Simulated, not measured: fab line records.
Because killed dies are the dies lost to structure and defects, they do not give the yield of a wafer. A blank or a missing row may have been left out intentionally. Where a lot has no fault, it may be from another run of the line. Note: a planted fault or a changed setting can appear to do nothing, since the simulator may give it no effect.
Matching of chambers ; flow n5Finfet ; N5_BEOL_M3_DEP_57 on pecvd-02: 3 sister chambers
The step deposits SiCN from 3MS/NH3, target thk 8 nm, time 14 s. 18 wafers are shown with their chamber, then 9 later ones without.

== EACH WAFER AND ITS CHAMBER ==
wafer;chamber;throttleValvePct (%);showerheadPlenumPTorr (Torr)
L075.3;1;9.4;3.678
L075.5;2;8.3;3.681
L075.6;1;9.1;3.677
L079.1;2;8.0;3.672
L079.2;1;9.3;3.672
L079.3;0;9.4;3.633
L079.4;0;9.5;3.635
L079.5;2;8.5;3.673
L079.6;1;9.4;3.672
L080.1;0;9.5;3.641
L080.2;2;8.3;3.661
L080.6;2;8.3;3.660
L083.1;1;9.3;3.660
L083.3;0;9.6;3.645
L083.5;0;9.7;3.636
L085.2;1;9.2;3.670
L085.4;2;8.1;3.674
L085.5;1;9.4;3.675

SIGNATURES (averages over the wafers above)
reading;chamber 0;chamber 1;chamber 2;scatter within a chamber
throttleValvePct;9.540;9.300;8.250;0.138
showerheadPlenumPTorr;3.63800;3.67200;3.67017;0.00656
Rule: for each reading, subtract the chamber's mean from the wafer's reading, divide by that reading's scatter and square the result; add these up over the readings and take the root, which gives the wafer's distance from the chamber. The wafer belongs to the nearest chamber; if the next one is less than 2 further off, it can't be placed. The scatter: take each reading less its chamber's mean, square it, sum over the shown wafers, divide by the number of wafers less the number of chambers, and take the root.

== WAFERS MISSING THEIR CHAMBER ==
wafer;throttleValvePct (%);showerheadPlenumPTorr (Torr)
L086.2;9.5;3.643
L086.4;9.4;3.641
L086.6;9.4;3.670
L088.3;8.2;3.676
L088.4;8.2;3.678
L088.5;9.4;3.638
L094.2;8.8;3.672
L094.3;9.3;3.676
L094.5;9.3;3.642

== WHICH CHAMBER EACH ONE RAN IN ==
wafer;from the rows above;in truth
L086.2;0;0
L086.4;0;0
L086.6;1;1
L088.3;2;2
L088.4;2;2
L088.5;0;0
L094.2;can't be placed: 1 or 2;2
L094.3;1;1
L094.5;0;0
Correctly placed: 8 of 9. Unplaceable from these rows: 1, with the true chamber sitting among the candidates in 1. Placed wrongly: 0.
